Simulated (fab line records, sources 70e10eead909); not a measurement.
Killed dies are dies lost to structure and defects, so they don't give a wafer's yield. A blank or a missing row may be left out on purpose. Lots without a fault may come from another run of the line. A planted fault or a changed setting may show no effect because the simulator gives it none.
Which tool did it? | flow nand_harc | 11 lots, 33 wafers sampled, at 2 steps of a route of 1302

WHAT THE GAUGES READ, wafer by wafer
NHARC_P_GATE_CD_MEAS_26: target cd 120 nm.
lot  | measured     | on        | cd_nm (nm)
L261 | day 4 20:40  | cd_sem-01 | 118.9 119.9 120.8
L262 | day 5 11:21  | cd_sem-02 | 120.1 120.5 121.2
L263 | day 5 18:32  | cd_sem-03 | 120.3 120.3 120.1
L265 | day 6 16:44  | cd_sem-02 | 111.3 112.5 111.1
L275 | day 11 02:32 | cd_sem-02 | 120.7 121.4 122.7
L276 | day 11 07:39 | cd_sem-01 | 120.4 119.7 121.0
L278 | day 12 05:26 | cd_sem-03 | 119.8 120.0 120.1
L279 | day 12 14:51 | cd_sem-03 | 119.3 120.7 120.4
L280 | day 13 02:43 | cd_sem-03 | 119.6 120.2 121.1
L282 | day 13 20:17 | cd_sem-02 | 120.7 120.4 120.0
L284 | day 14 16:32 | cd_sem-01 | 120.7 121.0 121.3

WHICH TOOL RAN EACH LOT (tool, then ch and the chambers of the sampled wafers, then the start)
lot  | NHARC_P_GATE_EXPOSE_23
L261 | arfi_scanner-02 ch 0, day 4 20:32
L262 | arfi_scanner-01 ch 0, day 5 11:13
L263 | arfi_scanner-03 ch 0, day 5 18:24
L265 | arfi_scanner-03 ch 0, day 6 16:36
L275 | arfi_scanner-02 ch 0, day 11 02:24
L276 | arfi_scanner-01 ch 0, day 11 07:31
L278 | arfi_scanner-03 ch 0, day 12 05:17
L279 | arfi_scanner-03 ch 0, day 12 14:43
L280 | arfi_scanner-03 ch 0, day 13 02:35
L282 | arfi_scanner-02 ch 0, day 13 20:08
L284 | arfi_scanner-03 ch 0, day 14 16:24
- NHARC_P_GATE_EXPOSE_23: exposes mask P GATE, target cd 120 nm.

THE ANSWER, worked out from the rows above alone
Rule: what is usual is taken from the lots themselves. Put in order of their means at a reading, lots are off if they are a third of the lots or fewer, leave a main group of 4 or more, and stand apart from it by a gap of 3 or more times the standard deviation of the main group's means; of several such gaps the widest counts. A main group whose means are all the same, to the digits that the tables above print for the reading, isn't used. A lot without any number at a reading at which 4 lots or more have one is off too. The other lots that the step has rows for count as sound.
Off: L265, at NHARC_P_GATE_CD_MEAS_26 (cd_nm). The main group: mean 120.4 nm, standard deviation 0.49.
A tool fits if, at a process step before that reading, it ran every lot that is off, and no sound lot after the first of them. The gauges at NHARC_P_GATE_CD_MEAS_26 are tried like those tools. None of those tried fits.

WHAT THE SIMULATOR HAD PUT IN
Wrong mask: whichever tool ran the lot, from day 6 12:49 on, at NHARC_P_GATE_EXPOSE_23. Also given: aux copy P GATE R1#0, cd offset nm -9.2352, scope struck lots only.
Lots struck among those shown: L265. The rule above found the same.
